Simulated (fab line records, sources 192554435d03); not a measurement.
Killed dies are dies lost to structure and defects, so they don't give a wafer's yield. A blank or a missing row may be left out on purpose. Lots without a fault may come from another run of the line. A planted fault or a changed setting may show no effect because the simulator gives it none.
Chamber matching | flow n5_finfet | N5_BEOL_M9_ETCH_76 on rie_diel-01: 4 sister chambers
The step etches underlayer in N2/H2, target depth 6.5 nm, time 5.2 s. 14 wafers are shown with their chamber, then 6 later ones without.

WAFERS WITH THEIR CHAMBER
wafer  | chamber | drypump_motor_current_A (A) | showerhead_plenum_p_Torr (Torr) | oes_product_au (a.u.)
L432.2 | 0       | 5.8                         | 2.58                            | 0.76
L432.3 | 2       | 5.7                         | 2.64                            | 0.60
L432.4 | 1       | 5.9                         | 2.67                            | 0.72
L435.3 | 1       | 5.9                         | 2.67                            | 0.71
L435.4 | 3       | 6.3                         | 2.52                            | 0.61
L435.5 | 1       | 5.9                         | 2.67                            | 0.72
L434.1 | 3       | 6.3                         | 2.51                            | 0.60
L434.2 | 2       | 5.7                         | 2.63                            | 0.59
L434.3 | 0       | 5.8                         | 2.58                            | 0.76
L439.1 | 0       | 5.8                         | 2.58                            | 0.76
L439.5 | 0       | 5.8                         | 2.58                            | 0.75
L439.6 | 3       | 6.4                         | 2.51                            | 0.61
L440.1 | 1       | 5.9                         | 2.66                            | 0.71
L440.2 | 3       | 6.3                         | 2.51                            | 0.61

SIGNATURES (means of the wafers above)
reading                  | chamber 0 | chamber 1 | chamber 2 | chamber 3 | scatter within a chamber
drypump_motor_current_A  | 5.800     | 5.900     | 5.700     | 6.325     | 0.0274
showerhead_plenum_p_Torr | 2.5800    | 2.6675    | 2.6350    | 2.5125    | 0.00447
oes_product_au           | 0.7575    | 0.7150    | 0.5950    | 0.6075    | 0.00548
Rule: a wafer's distance from a chamber is the root of the sum, over the readings, of the square of ((its reading less the chamber's mean) divided by the reading's scatter). The wafer belongs to the nearest chamber; if the next one is less than 2 further off, it can't be placed. The scatter: the root of (the sum of the squares of (reading less its chamber's mean) over the shown wafers, divided by (wafers less chambers)).

WAFERS WITHOUT THEIR CHAMBER
wafer  | drypump_motor_current_A (A) | showerhead_plenum_p_Torr (Torr) | oes_product_au (a.u.)
L440.4 | 5.8                         | 2.57                            | 0.76
L442.1 | 5.9                         | 2.66                            | 0.70
L442.2 | 5.7                         | 2.63                            | 0.59
L442.4 | 5.8                         | 2.57                            | 0.75
L448.2 | 5.8                         | 2.57                            | 0.73
L450.4 | 5.8                         | 2.56                            | 0.72

WHICH CHAMBER EACH WENT THROUGH
wafer  | from the rows above | in truth
L440.4 | 0                   | 0
L442.1 | 1                   | 1
L442.2 | 2                   | 2
L442.4 | 0                   | 0
L448.2 | 0                   | 0
L450.4 | 0                   | 0
Placed correctly: 6 of 6. Can't be placed from these rows: 0. Placed wrongly: 0.
